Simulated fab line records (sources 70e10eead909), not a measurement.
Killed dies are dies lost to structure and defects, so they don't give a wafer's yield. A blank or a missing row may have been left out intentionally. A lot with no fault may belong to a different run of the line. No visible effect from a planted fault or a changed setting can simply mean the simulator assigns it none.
Chamber matching -- flow nandHarc -- pecvd-04 running NHARC_P_M1_PRE_CLEAN_32: 3 sister chambers
The step time 12 s. 18 wafers are shown with their chamber, then 9 later ones without.

== EACH WAFER AND ITS CHAMBER ==
wafer,chamber,heaterPowerW (W),heaterPowerOuterW (W)
L074.2,2,851,490
L074.3,0,561,319
L074.4,1,565,312
L076.2,0,528,294
L076.3,2,825,469
L076.6,2,815,468
L078.3,2,820,431
L078.4,1,598,361
L078.6,2,803,447
L081.1,1,608,354
L081.3,0,543,295
L081.5,2,781,432
L084.1,1,701,407
L084.3,0,583,331
L084.4,0,576,317
L083.1,2,846,481
L083.3,1,633,391
L083.4,2,852,477

SIGNATURES (averages over the wafers above)
reading,chamber 0,chamber 1,chamber 2,scatter within a chamber
heaterPowerW,558.20,621.00,824.12,33.5
heaterPowerOuterW,311.20,365.00,461.88,25.8
Rule: for each reading, subtract the chamber's mean from the wafer's reading, divide by that reading's scatter and square the result; add these up over the readings and take the root, which gives the wafer's distance from the chamber. If the next closest chamber is less than 2 further off than the closest, the wafer can't be placed; otherwise it belongs to the closest. How the scatter is found: for the shown wafers, subtract from each reading the mean of its chamber, square and add these, divide the total by (wafers less chambers), then take the root.

== WAFERS WHOSE CHAMBER IS MISSING ==
wafer,heaterPowerW (W),heaterPowerOuterW (W)
L086.1,610,362
L086.4,623,360
L086.6,605,336
L087.1,571,333
L087.4,611,353
L087.6,598,327
L091.3,703,399
L091.4,599,359
L091.5,712,395

== EACH ONE'S CHAMBER ==
wafer,from the rows above,in truth
L086.1,1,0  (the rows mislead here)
L086.4,1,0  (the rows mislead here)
L086.6,can't be placed: 1 or 0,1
L087.1,can't be placed: 0 or 1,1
L087.4,can't be placed: 1 or 0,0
L087.6,can't be placed: 0 or 1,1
L091.3,can't be placed: 1 or 2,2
L091.4,can't be placed: 1 or 0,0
L091.5,can't be placed: 1 or 2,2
Placed correctly: 0 of 9. These rows do not allow placing 7 (true chamber among the candidates in 7). 2 placed wrongly.
